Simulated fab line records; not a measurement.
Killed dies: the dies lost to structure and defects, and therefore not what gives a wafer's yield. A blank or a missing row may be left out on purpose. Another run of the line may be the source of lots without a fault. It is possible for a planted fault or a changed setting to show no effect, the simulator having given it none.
fab line records	flow nandHarc	part 1 of 2: steps 1 to 25 of 32
[record] lots = 5	wafers = 15	lastDay = 32
route steps=1302 shown A_CONTACT@1092 A_BLC@1107
lots with no fault: from the same line, run without faults
startH: hours from the record's first day to the start of the lot's first wafer shown	waitH: how many hours have passed since the lot's step before this one	" repeats the value in the row above	L1.1+2: a row that stands for several wafers	- either no value or no given start	* or withheld: withheld	< > ~ a bound
route shown NAME@n: NAME is a module with steps in the file, n the number in the route of the first one	usual: mean/standard deviation of fault-free wafers	same: alike in all rows	chamber/n: place in a boat	sites: each site's reading	_std_site: the values' standard deviation	_edge_site: outer sites' mean less inner sites'	radiusMm: how far each site lies from the wafer's centre	mask NAME#n: copy n	behind: the most recent tool/chamber to have shaped the wafer	hold: the reason the lot was held/the length of the hold in hours/how it ended	device: names the non-switching transistor (n, p or np)	end of line: tests of these same wafers at the route's end	where a step has no rows: the recipe by itself	killed: count of dies lost to structure and defects at first sort (not the wafer's yield)	map: dies across one wafer; x = killed, . = not, _ = none there
set.NAME: the setting as run; set.NAME@STEP: as run at that earlier step	model.NAME: the simulator's own value behind a step, which no gauge read
lots at selected steps of the route; one table per step, one row per wafer
services: when a tool's chamber went out of use (startH, in hours from the record's first day, below 0 if earlier), for how many hours, and the reason
[[steps]]
[step NHARC_A_CONTACT_ETCH_92]
[recipe] targetDepthA = 400	overEtchFrac = 0.5	timeS = 85.7	ionEnergyEv = 120	ch3fFlowSccm = 50	o2FlowSccm = 30	arFlowSccm = 200	rfW = 500	biasW = 100	chemistry = CH3F/O2
[usual] biasW = 100.0/0.3	drypumpMotorCurrentA = 5.2/0.37	oesProductAu = 0.926/0.018	rfVppV = 244.7/1.7	showerheadPlenumPTorr = 2.48/0.11	throttleValvePct = 20.663/0.0088
lot.wafer	tool	chamber	startH	waitH	biasW	drypumpMotorCurrentA	oesProductAu	rfHoursCounterH	rfVppV	showerheadPlenumPTorr	throttleValvePct
L077.1	rieDiel-03	0	534.69	0.5	99.9	5.0	0.921	7	244.1	2.36	20.669
L077.2	"	1	"	"	100.1	6.0	0.922	16	246.0	2.51	20.661
L077.3	"	2	"	"	100.2	5.5	0.932	15	244.5	2.50	20.659
L078.2	rieDiel-03	2	543.66	0.5	99.7	5.5	0.935	17	244.9	2.50	20.657
L078.4	"	3	"	"	99.9	5.4	0.922	17	246.1	2.59	20.652
L078.5	"	3	"	"	100.0	5.4	0.931	-	247.0	2.59	20.656
L079.2	rieDiel-03	1	546.68	0.5	99.7	6.0	0.935	18	244.9	2.51	20.665
L079.1	"	2	"	"	99.6	5.5	0.936	17	246.0	2.50	20.656
L079.4	"	3	"	"	99.8	5.4	0.930	17	246.5	2.59	20.662
L082.3	rieDiel-03	1	603.55	0.4	99.9	6.0	0.920	25	245.6	2.51	20.655
L082.4	"	2	"	"	99.5	5.4	0.937	25	245.6	2.50	20.680
L082.1	"	3	"	"	99.3	5.4	0.924	23	246.0	2.58	20.655
L096.2	rieDiel-03	1	725.58	0.6	99.8	6.0	0.912	13	245.0	2.50	20.666
L096.5	"	3	"	"	100.2	5.4	0.931	-	246.5	2.58	20.666
L096.6	"	0	"	"	100.4	4.9	0.919	-	243.0	2.35	20.663
[step NHARC_A_CONTACT_ETCH_98]
[recipe] targetDepthA = 200	overEtchFrac = 0.5	timeS = 10	ionEnergyEv = 250	c4f6FlowSccm = 25	o2FlowSccm = 20	arFlowSccm = 500	rfW = 600	biasW = 500	chemistry = C4F6/O2
[usual] biasW = 500.1/1.5	drypumpMotorCurrentA = 5.3/0.38	oesProductAu = 0.949/0.019	rfVppV = 547/3.6	showerheadPlenumPTorr = 3.95/0.17	throttleValvePct = 26.903/0.0094
lot.wafer	tool	chamber	startH	waitH	biasW	drypumpMotorCurrentA	oesProductAu	rfHoursCounterH	rfVppV	showerheadPlenumPTorr	throttleValvePct
L077.3	rieDiel-03	2	-	-	501.7	5.5	0.938	15	548	3.99	26.905
L077.1	"	3	"	"	500.7	5.4	0.937	14	551	4.12	26.903
L077.2	"	1	"	"	499.3	6.0	0.944	16	550	4.01	26.894
L078.4	rieDiel-03	3	-	-	499.6	5.4	0.960	17	550	4.12	26.895
L078.2	"	2	"	"	497.9	5.5	0.961	17	547	3.99	26.918
L078.5	"	3	"	"	500.6	5.4	0.955	-	551	4.12	26.915
L079.2	rieDiel-03	0	-	-	502.0	5.0	0.946	10	543	3.77	26.891
L079.1	"	1	"	"	499.7	6.0	0.951	18	547	4.01	26.906
L079.4	"	3	"	"	502.5	5.4	0.942	17	550	4.12	26.905
L082.4	rieDiel-03	1	-	-	504.0	6.0	0.952	25	549	4.00	26.912
L082.1	"	2	"	"	501.4	5.5	0.971	25	548	3.98	26.900
L082.3	"	3	"	"	499.9	5.4	0.952	23	550	4.11	26.909
L096.2	rieDiel-03	3	-	-	500.5	5.4	0.941	15	551	4.10	26.911
L096.5	"	1	"	"	499.0	6.0	0.929	-	548	3.99	26.903
L096.6	"	2	"	"	500.0	5.5	0.931	-	550	3.97	26.907
[step NHARC_A_CONTACT_CD_MEAS_15]
[usual] cdNm = 190.0/0.58
lot.wafer	tool	chamber	startH	waitH	cdNm
L077.1	cdSem-02	-	534.91	-	189.6
L077.2	"	-	"	"	189.9
L077.3	"	-	"	"	189.8
L078.2	cdSem-01	-	543.88	-	190.4
L078.4	"	-	"	"	189.8
L078.5	"	-	"	"	190.3
L079.1	cdSem-02	-	546.88	-	190.5
L079.2	"	-	"	"	190.5
L079.4	"	-	"	"	190.8
L082.1	cdSem-02	-	603.79	-	189.9
L082.3	"	-	"	"	189.8
L082.4	"	-	"	"	190.0
L096.2	cdSem-03	-	725.77	-	190.2
L096.5	"	-	"	"	190.3
L096.6	"	-	"	"	191.2
[step NHARC_A_CONTACT_STRIP_107]
[recipe] n2FlowSccm = 150	h2FlowSccm = 150	arFlowSccm = 0	biasW = 0	chemistry = N2/H2
lot.wafer	tool	chamber	startH	waitH
L077.3+2+1	rieDiel-03	3,0,2	534.99	0.1
L078.2+4+5	rieDiel-03	3,0,1	543.97	0.1
L079.4+1+2	rieDiel-03	0,1,2	546.96	0.1
L082.3+1+4	rieDiel-03	1,2,0	603.86	0.1
L096.2+6+5	rieDiel-03	2,0,1	725.86	0.1
[step NHARC_A_CONTACT_STRIP_108]
[recipe] cf4FlowSccm = 100	chf3FlowSccm = 30	arFlowSccm = 0	biasW = 0	chemistry = CF4/CHF3
lot.wafer	tool	chamber	startH	waitH
L077.1+3+2	rieDiel-03	3,1,2	535.08	0.1
L078.2+4+5	rieDiel-03	2,3,1	544.05	0.1
L079.1+2+4	rieDiel-03	1,2,3	547.06	0.1
L082.3+4+1	rieDiel-03	3,0,1	603.98	0.1
L096.2+5+6	rieDiel-03	0,2,3	725.94	0.1
[step NHARC_A_CONTACT_STRIP_109]
[recipe] o2FlowSccm = 400	cosFlowSccm = 20	arFlowSccm = 0	biasW = 0	chemistry = O2/COS
lot.wafer	tool	chamber	startH	waitH
L077.1+2+3	rieDiel-03	1,3,0	535.14	0.1
L078.4+2+5	rieDiel-03	3,1,3	544.11	0.1
L079.1+4+2	rieDiel-03	1,2,3	547.11	0.1
L082.1+3+4	rieDiel-03	1,2,0	604.04	0.1
L096.2+5+6	rieDiel-03	3,0,1	726.01	0.1
[step NHARC_A_CONTACT_ETCH_110]
[recipe] targetDepthA = 600	overetchA = 60	timeS = 33	ionEnergyEv = 100	cf4FlowSccm = 80	o2FlowSccm = 20	arFlowSccm = 0	rfW = 300	biasW = 100	chemistry = CF4/O2
[usual] biasW = 100.0/0.3	drypumpMotorCurrentA = 5.2/0.38	oesProductAu = 0.997/0.0096	rfVppV = 198.2/1.6	showerheadPlenumPTorr = 1.35/0.066	throttleValvePct = 13.398/0.01
lot.wafer	tool	chamber	startH	waitH	biasW	drypumpMotorCurrentA	oesProductAu	rfHoursCounterH	rfVppV	showerheadPlenumPTorr	throttleValvePct
L077.1	rieDiel-03	0	535.20	0.1	99.4	5.0	0.996	7	197.0	1.28	13.399
L077.3	"	1	"	"	99.9	6.0	1.002	16	197.8	1.37	13.392
L077.2	"	2	"	"	100.3	5.5	1.017	15	197.4	1.36	13.395
L078.2	rieDiel-03	1	544.17	0.0	99.7	6.0	0.994	18	198.3	1.37	13.387
L078.4	"	3	"	"	100.1	5.4	1.003	17	199.4	1.41	13.388
L078.5	"	2	"	"	99.3	5.5	1.021	-	197.3	1.36	13.401
L079.1	rieDiel-03	1	547.18	0.1	100.0	6.0	0.999	18	198.0	1.37	13.393
L079.2	"	3	"	"	100.2	5.4	1.003	17	198.8	1.40	13.412
L079.4	"	0	"	"	99.9	4.9	0.990	10	196.1	1.28	13.406
L082.1	rieDiel-03	1	604.11	0.1	99.7	6.0	1.007	25	197.1	1.36	13.397
L082.4	"	2	"	"	99.1	5.5	1.019	25	198.1	1.36	13.378
L082.3	"	3	"	"	100.0	5.4	0.999	23	198.7	1.40	13.374
L096.2	rieDiel-03	1	726.07	0.1	99.4	6.0	1.005	13	198.1	1.36	13.410
L096.5	"	3	"	"	100.6	5.4	0.994	-	200.0	1.40	13.381
L096.6	"	0	"	"	100.3	4.9	0.995	-	195.9	1.27	13.383
[step NHARC_A_CONTACT_STRIP_26]
[recipe] o2FlowSccm = 500	arFlowSccm = 0	biasW = 0	chemistry = O2
[usual] drypumpMotorCurrentA = 5.3/0.35	oesProductAu = 0.997/0.01	rfVppV = 57.8/0.91	showerheadPlenumPTorr = 3.58/0.16	throttleValvePct = 17.036/0.0091
[same] biasW = 0
lot.wafer	tool	chamber	startH	waitH	drypumpMotorCurrentA	oesProductAu	rfHoursCounterH	rfVppV	showerheadPlenumPTorr	throttleValvePct
L077.1	rieDiel-03	1	-	-	6.0	0.986	16	58.4	3.61	17.039
L077.3	"	2	"	"	5.5	1.004	15	57.6	3.59	17.026
L077.2	"	3	"	"	5.4	1.000	14	58.9	3.71	17.049
L078.4	rieDiel-03	0	-	-	5.0	0.989	10	58.0	3.38	17.034
L078.2	"	2	"	"	5.5	0.999	17	57.9	3.59	17.035
L078.5	"	3	"	"	5.4	0.995	-	58.3	3.71	17.033
L079.2	rieDiel-03	2	-	-	5.5	1.013	17	59.7	3.59	17.024
L079.1	"	3	"	"	5.4	1.015	17	57.9	3.71	17.031
L079.4	"	1	"	"	6.0	1.006	18	58.3	3.61	17.044
L082.4	rieDiel-03	2	-	-	5.5	1.009	25	56.8	3.58	17.053
L082.1	"	0	"	"	5.0	0.984	16	58.7	3.38	17.032
L082.3	"	1	"	"	6.0	0.993	25	57.2	3.60	17.033
L096.2	rieDiel-03	1	-	-	6.0	0.990	13	58.8	3.59	17.028
L096.6	"	2	"	"	5.4	0.987	-	59.7	3.57	17.031
L096.5	"	3	"	"	5.4	0.994	-	58.6	3.69	17.040
[step NHARC_A_CONTACT_STRIP_27]
[recipe] timeS = 600	tempC = 30	chemistry = postEtchResidueRemover
lot.wafer	tool	chamber	startH	waitH
L077.1+3+2	wetBench-07	2,5,7	535.58	-
L078.2+4+5	wetBench-09	4,5,1	544.55	-
L079.4+1+2	wetBench-07	1,2,3	547.57	-
L082.1+4+3	wetBench-09	6,7,2	604.48	-
L096.5+2+6	wetBench-02	1,2,4	726.45	-
[step NHARC_A_CONTACT_ALD_18]
[recipe] targetThkA = 30	pulseTimeS = 1	aldCycles = 150	tempC = 450	material = TiN
[usual] heaterPowerW = 1014/95	precursorPulseHeightRel = 1.003/0.018
lot.wafer	tool	chamber	startH	waitH	heaterPowerW	precursorPulseHeightRel
L077.3	aldMetal-02	1	535.87	-	1055	1.031
L077.1	"	2	"	"	917	0.996
L077.2	"	3	"	"	1010	0.990
L078.4	aldMetal-02	1	544.82	-	1035	1.013
L078.2	"	0	"	"	929	1.027
L078.5	"	2	"	"	936	1.007
L079.1	aldMetal-01	2	547.82	-	1022	0.995
L079.2	"	3	"	"	897	0.997
L079.4	"	1	"	"	1086	0.967
L082.1	aldMetal-04	3	604.77	-	962	1.016
L082.4	"	0	"	"	1097	0.981
L082.3	"	1	"	"	1094	1.002
L096.2	aldMetal-02	1	726.73	-	1085	0.996
L096.6	"	0	"	"	963	0.985
L096.5	"	1	"	"	1038	0.971
[step NHARC_A_CONTACT_CVD_19]
[recipe] targetThkA = 3000	tempC = 300	pressureTorr = 40	wf6FlowSccm = 40	h2FlowSccm = 1600	arFlowSccm = 1560	timeS = 802	material = W
[usual] heaterPowerW = 471/25	throttleValvePct = 7.87/0.19
lot.wafer	tool	chamber	startH	waitH	heaterPowerW	throttleValvePct
L077.1	cvdW-02	1	-	-	497	7.87
L077.2	"	0	"	"	489	7.62
L077.3	"	1	"	"	475	7.76
L078.2	cvdW-02	0	-	-	485	7.70
L078.4	"	1	"	"	465	8.19
L078.5	"	1	"	"	495	7.85
L079.1	cvdW-02	1	-	-	485	8.11
L079.2	"	0	"	"	488	7.87
L079.4	"	1	"	"	487	8.16
L082.1	cvdW-01	0	-	-	439	8.09
L082.4	"	0	"	"	441	7.71
L082.3	"	1	"	"	459	7.87
L096.2	cvdW-01	1	-	-	453	8.24
L096.5	"	1	"	"	467	8.04
L096.6	"	0	"	"	452	7.98
[step NHARC_A_CONTACT_CMP_20]
[recipe] tOverpolishS = 30	targetThkNm = 300
[usual] motorCurrentA = 12.8/1.9	overpolishRunS = 30.001/0.0094	slurryFilterDpKPa = 13.49/0.14	timeToEndpointS = 60/3.7
lot.wafer	tool	chamber	startH	waitH	motorCurrentA	overpolishRunS	slurryFilterDpKPa	timeToEndpointS
L077.3	cmp-02	0	536.95	0.5	15.3	29.997	13.54	66
L077.2	"	1	"	"	15.0	30.005	13.36	60
L077.1	"	2	"	"	16.1	30.007	13.80	55
L078.2	cmp-01	2	545.95	0.8	11.3	30.016	13.49	65
L078.4	"	0	"	"	12.3	29.993	13.56	62
L078.5	"	2	"	"	10.9	30.006	13.47	63
L079.1	cmp-02	0	548.94	0.8	15.4	29.982	13.66	62
L079.4	"	1	"	"	14.1	29.995	13.52	54
L079.2	"	2	"	"	15.9	30.006	13.41	58
L082.3	cmp-04	0	605.86	0.4	12.1	30.005	13.30	63
L082.4	"	1	"	"	13.7	30.008	13.45	67
L082.1	"	2	"	"	11.2	29.977	13.19	69
L096.2	cmp-02	0	727.84	0.8	15.3	29.988	13.57	63
L096.6	"	3	"	"	9.6	29.999	13.54	61
L096.5	"	0	"	"	15.4	30.011	13.41	65
[step NHARC_A_CONTACT_SRD_22]
lot.wafer	tool	chamber	startH	waitH
L077.1+2+3	wetBench-02	7,1,3	537.27	0.0
L078.5+2+4	wetBench-09	3,4,5	546.27	0.0
L079.4+1+2	wetBench-09	3,6,7	549.24	0.0
L082.1+4+3	wetBench-09	1,3,5	606.16	0.0
L096.6+2+5	wetBench-07	2,3,5	728.14	0.0
[step NHARC_A_CONTACT_INSPECT_23]
[usual] rawDefectCount = 546/140
lot.wafer	tool	chamber	startH	waitH	rawDefectCount
L077.1	defectInspect-01	-	537.36	0.1	401
L077.2	"	-	"	"	604
L077.3	"	-	"	"	470
L078.2	defectInspect-01	-	546.35	0.1	877
L078.4	"	-	"	"	819
L078.5	"	-	"	"	694
L079.1	defectInspect-01	-	549.32	0.1	325
L079.2	"	-	"	"	349
L079.4	"	-	"	"	275
L082.1	defectInspect-02	-	606.24	0.1	797
L082.3	"	-	"	"	597
L082.4	"	-	"	"	601
L096.2	defectInspect-02	-	728.22	0.1	475
L096.5	"	-	"	"	397
L096.6	"	-	"	"	431
[step NHARC_A_BLC_DEHYDRATE_00]
[recipe] tempC = 150	timeS = 120
[usual] plateTempC = 150.00/0.12
lot.wafer	tool	chamber	startH	waitH	plateTempC
L077.1	lithoTrack-04	0	537.41	0.1	150.04
L077.2	"	0	"	"	150.06
L077.3	"	0	"	"	150.08
L078.2	lithoTrack-04	0	546.41	0.1	149.86
L078.4	"	0	"	"	149.83
L078.5	"	0	"	"	149.99
L079.1	lithoTrack-01	0	549.37	0.1	150.04
L079.2	"	0	"	"	149.86
L079.4	"	0	"	"	149.89
L082.1	lithoTrack-01	0	606.30	0.1	149.95
L082.3	"	0	"	"	149.92
L082.4	"	0	"	"	150.08
L096.2	lithoTrack-01	0	728.28	0.1	149.99
L096.5	"	0	"	"	149.91
L096.6	"	0	"	"	149.87
[step NHARC_A_BLC_HMDS_01]
[recipe] timeS = 30
lot.wafer	tool	chamber	startH	waitH
L077.1+2+3	lithoTrack-04	0	-	-
L078.2+4+5	lithoTrack-04	0	-	-
L079.1+2+4	lithoTrack-01	0	-	-
L082.1+3+4	lithoTrack-01	0	-	-
L096.2+5+6	lithoTrack-01	0	-	-
[step NHARC_A_BLC_COAT_02]
[recipe] tempC = 260	timeS = 75
[usual] plateTempC = 260.00/0.19
lot.wafer	tool	chamber	startH	waitH	plateTempC
L077.1	lithoTrack-04	0	-	-	260.07
L077.2	"	0	"	"	260.18
L077.3	"	0	"	"	260.33
L078.2	lithoTrack-04	0	-	-	259.75
L078.4	"	0	"	"	259.78
L078.5	"	0	"	"	259.93
L079.1	lithoTrack-01	0	-	-	260.01
L079.2	"	0	"	"	259.98
L079.4	"	0	"	"	260.34
L082.1	lithoTrack-01	0	-	-	259.80
L082.3	"	0	"	"	259.98
L082.4	"	0	"	"	259.92
L096.2	lithoTrack-01	0	-	-	260.09
L096.5	"	0	"	"	260.27
L096.6	"	0	"	"	259.95
[step NHARC_A_BLC_COAT_03]
[recipe] tempC = 225	timeS = 65
[usual] plateTempC = 225.03/0.19
lot.wafer	tool	chamber	startH	waitH	plateTempC
L077.1	lithoTrack-04	0	-	-	225.03
L077.2	"	0	"	"	225.08
L077.3	"	0	"	"	225.03
L078.2	lithoTrack-04	0	-	-	224.71
L078.4	"	0	"	"	224.80
L078.5	"	0	"	"	224.74
L079.1	lithoTrack-01	0	-	-	224.97
L079.2	"	0	"	"	225.17
L079.4	"	0	"	"	225.10
L082.1	lithoTrack-01	0	-	-	225.04
L082.3	"	0	"	"	225.05
L082.4	"	0	"	"	224.96
L096.2	lithoTrack-01	0	-	-	225.14
L096.5	"	0	"	"	225.19
L096.6	"	0	"	"	225.35
[step NHARC_A_BLC_COAT_04]
[recipe] spinRpm = 1500	resistThkNm = 90
lot.wafer	tool	chamber	startH	waitH
L077.1+2+3	lithoTrack-04	0	-	-
L078.2+4+5	lithoTrack-04	0	-	-
L079.1+2+4	lithoTrack-01	0	-	-
L082.1+3+4	lithoTrack-01	0	-	-
L096.2+5+6	lithoTrack-01	0	-	-
[step NHARC_A_BLC_SOFTBAKE_05]
[recipe] tempC = 105	timeS = 55
[usual] plateTempC = 105.02/0.13
lot.wafer	tool	chamber	startH	waitH	plateTempC
L077.1	lithoTrack-04	0	-	-	105.06
L077.2	"	0	"	"	104.95
L077.3	"	0	"	"	104.80
L078.2	lithoTrack-04	0	-	-	105.09
L078.4	"	0	"	"	104.98
L078.5	"	0	"	"	105.01
L079.1	lithoTrack-01	0	-	-	105.14
L079.2	"	0	"	"	105.17
L079.4	"	0	"	"	104.97
L082.1	lithoTrack-01	0	-	-	104.81
L082.3	"	0	"	"	104.83
L082.4	"	0	"	"	104.91
L096.2	lithoTrack-01	0	-	-	105.12
L096.5	"	0	"	"	105.12
L096.6	"	0	"	"	105.08
[step NHARC_A_BLC_EBR_06]
lot.wafer	tool	chamber	startH	waitH
L077.1+2+3	lithoTrack-04	0	-	-
L078.2+4+5	lithoTrack-04	0	-	-
L079.1+2+4	lithoTrack-01	0	-	-
L082.1+3+4	lithoTrack-01	0	-	-
L096.2+5+6	lithoTrack-01	0	-	-
[step NHARC_A_BLC_EXPOSE_07]
[recipe] na = 1.35	targetCdNm = 100	doseMj = 67.97	maskId = A_BLC
[usual] focusOffsetNm = 0.0/0.52
lot.wafer	tool	chamber	startH	waitH	mask	focusOffsetNm
L077.1	arfiScanner-02	0	537.72	-	A_BLC#0	0.2
L077.2	"	0	"	"	A_BLC#0	0.5
L077.3	"	0	"	"	A_BLC#0	0.1
L078.2	arfiScanner-01	0	546.72	-	A_BLC#0	-0.2
L078.4	"	0	"	"	A_BLC#0	-0.7
L078.5	"	0	"	"	A_BLC#0	-0.7
L079.1	arfiScanner-02	0	549.68	-	A_BLC#0	-0.5
L079.2	"	0	"	"	A_BLC#0	0.9
L079.4	"	0	"	"	A_BLC#0	0.8
L082.1	arfiScanner-01	0	606.60	-	A_BLC#0	-0.1
L082.3	"	0	"	"	A_BLC#0	0.1
L082.4	"	0	"	"	A_BLC#0	0.0
L096.2	arfiScanner-02	0	728.59	-	A_BLC#0	-0.5
L096.5	"	0	"	"	A_BLC#0	-0.8
L096.6	"	0	"	"	A_BLC#0	-0.4
[step NHARC_A_BLC_PEB_08]
[recipe] pebTempC = 100	pebTimeS = 65
[usual] plateTempC = 99.98/0.13
lot.wafer	tool	chamber	startH	waitH	plateTempC
L077.1	lithoTrack-01	0	537.78	0.1	100.05
L077.2	"	0	"	"	100.02
L077.3	"	0	"	"	100.03
L078.2	lithoTrack-04	0	546.78	0.1	99.88
L078.4	"	0	"	"	99.76
L078.5	"	0	"	"	99.93
L079.1	lithoTrack-06	0	549.75	0.1	100.13
L079.2	"	0	"	"	99.77
L079.4	"	0	"	"	99.95
L082.1	lithoTrack-04	0	606.66	0.1	100.30
L082.3	"	0	"	"	100.05
L082.4	"	0	"	"	100.24
L096.2	lithoTrack-01	0	728.65	0.1	99.98
L096.5	"	0	"	"	99.92
L096.6	"	0	"	"	99.89
[step NHARC_A_BLC_DEVELOP_09]
[recipe] developTimeS = 35	devTempC = 23
lot.wafer	tool	chamber	startH	waitH
L077.1+2+3	lithoTrack-01	0	-	-
L078.2+4+5	lithoTrack-04	0	-	-
L079.1+2+4	lithoTrack-06	0	-	-
L082.1+3+4	lithoTrack-04	0	-	-
L096.2+5+6	lithoTrack-01	0	-	-
[step NHARC_A_BLC_CD_MEAS_10]
[recipe] targetCdNm = 100	landingEnergyEv = 500
[usual] cdNm = 99.9/0.71
lot.wafer	tool	chamber	startH	waitH	cdNm
L077.1	cdSem-03	0	537.86	-	99.3
L077.2	"	0	"	"	98.9
L077.3	"	0	"	"	97.9
L078.2	cdSem-01	0	546.87	-	100.5
L078.4	"	0	"	"	99.7
L078.5	"	0	"	"	100.8
L079.1	cdSem-02	0	549.82	-	100.4
L079.2	"	0	"	"	100.3
L079.4	"	0	"	"	100.2
L082.1	cdSem-01	0	606.74	-	99.6
L082.3	"	0	"	"	100.2
L082.4	"	0	"	"	100.6
L096.2	cdSem-02	0	728.73	-	100.5
L096.5	"	0	"	"	98.4
L096.6	"	0	"	"	98.8
